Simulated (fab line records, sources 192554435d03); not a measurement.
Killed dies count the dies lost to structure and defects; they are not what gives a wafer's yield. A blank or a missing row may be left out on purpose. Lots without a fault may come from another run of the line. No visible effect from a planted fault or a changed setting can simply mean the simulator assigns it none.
A lot that was struck, set against a sound lot	flow n5-finfet	15 steps out of a route of 1938
Sound: these wafers, L721.1, L721.2, L721.6. Struck: wafer L730.6 (left out: L730.3, L730.5 of the same lot, which were not struck); the cause appears at the end.
Per side, at each step with rows, come the tool, then ch with its chambers, and then its first start. Under that, the readings that differ: sound wafers	struck wafers	difference of the means	sigmas: that difference in standard deviations of wafers without a fault.
alike: a reading whose means differ by less than 2 such deviations, as well as words and numbers matching on both sides. not compared: withheld readings; readings where some wafer has no value; bounds like >300 that might hide an equal value; numbers whose values overlap and for which the record gives no deviation.
A row with sigmas, a row that says differs or no value, or rows on one side alone: a step with any of these is where the two part. When numbers do not overlap yet have no deviation, they are printed without sigmas and do not part them. A reading missing from all wafers of one side parts the sides only when that side holds two or more wafers.

first, 7 steps without rows for these wafers: N5_MIM_TOP_LITHO_COAT_02; N5_MIM_TOP_LITHO_EBR_04; N5_MIM_TOP_LITHO_SOFTBAKE_03 (time 90 s); N5_MIM_TOP_LITHO_EXPOSE_05 (exposes mask MIM TOP, target cd 2000 nm); N5_MIM_TOP_LITHO_PEB_06; N5_MIM_TOP_LITHO_DEVELOP_07 (develop time 60 s); N5_MIM_TOP_LITHO_HARDBAKE_09 (time 120 s).
N5_MIM_TOP_LITHO_CD_MEAS_08: the cd target is 2000 nm.
  sound on cd-sem-01 ch 0, day 13 19:04; struck on cd-sem-03 ch 0, day 16 12:15
  alike: cd-nm
N5_MIM_TOP_LITHO_OVL_MEAS_11:
  sound on overlay-02 ch 0, day 13 19:07; struck on overlay-01 ch 0, day 16 12:17
reading	sound	struck	difference	sigmas
MIM_TOP_OVL (nm)	-11 -4 -5	-20	-13	-2
N5_MIM_TOP_LITHO_INSPECT_12: inspects for defects (macro).
  struck on defect-inspect-02, day 16 12:19; sound on defect-inspect-02, day 13 19:08
  alike: raw-defect-count
N5_MIM_TOP_LITHO_DESCUM_10: chemistry O2, time 7.9 s.
  sound on rie-diel-06 ch 0,3, day 13 19:10; struck on rie-diel-05 ch 2, day 16 12:20
  alike: drypump-motor-current-A, oes-product-au, rf-vpp-V, showerhead-plenum-p-Torr, throttle-valve-pct
  not compared: rf-hours-counter-h
N5_MIM_TOP_ETCH_ETCH_00: etches TiN in Cl2/BCl3, target depth 38.5 nm.
  sound on rie-metal-02 ch 0,1, day 13 19:15; struck on rie-metal-03 ch 0, day 16 12:28
reading	sound	struck	difference	sigmas
throttle-valve-pct (%)	23.0 22.2 22.1	23.1	+0.7	+2
  alike: drypump-motor-current-A, mfc-cl2-sccm, oes-product-au
  not compared: rf-hours-counter-h
N5_MIM_TOP_ETCH_STRIP_01: strips in O2.
  sound on rie-diel-03 ch 0,3, day 13 19:23; struck on rie-diel-02 ch 3, day 16 12:34
reading	sound	struck	difference	sigmas
temp-c (C)	59.86 59.89 59.87	60.80	+0.93	+7
  alike: drypump-motor-current-A, oes-product-au, rf-vpp-V, showerhead-plenum-p-Torr, throttle-valve-pct
  not compared: rf-hours-counter-h
N5_MIM_TOP_ETCH_PECVD_03: deposits SiNx from SiH4/NH3/N2, target thk 20 nm, time 17.6 s.
  sound on pecvd-03 ch 1,2, day 13 19:27; struck on pecvd-02 ch 2, day 16 12:38
  alike: heater-power-w, showerhead-plenum-p-Torr, susceptor-temp-C, throttle-valve-pct
N5_PASSIVATION_PROBE_49:
  struck on prober-02, day 16 22:14; sound on prober-01, day 14 05:29
  alike: defect-limited-yield, killed_at_M0_to_M3, killed_at_M4_up, killed-at-contacts, killed-at-front-end, killed-at-other, killed-dies, killed-open, killed-short, sort_bin_5_function, sort_bin_6_memory, sort-n-pass, sort-yield-pct

## WHERE THEY PART
At N5_MIM_TOP_LITHO_OVL_MEAS_11 first; at N5_MIM_TOP_ETCH_STRIP_01 last (within this record only). Later steps at which nothing parts them and some readings are alike: N5_MIM_TOP_ETCH_PECVD_03, N5_PASSIVATION_PROBE_49.

WHY: the cause the simulator had injected
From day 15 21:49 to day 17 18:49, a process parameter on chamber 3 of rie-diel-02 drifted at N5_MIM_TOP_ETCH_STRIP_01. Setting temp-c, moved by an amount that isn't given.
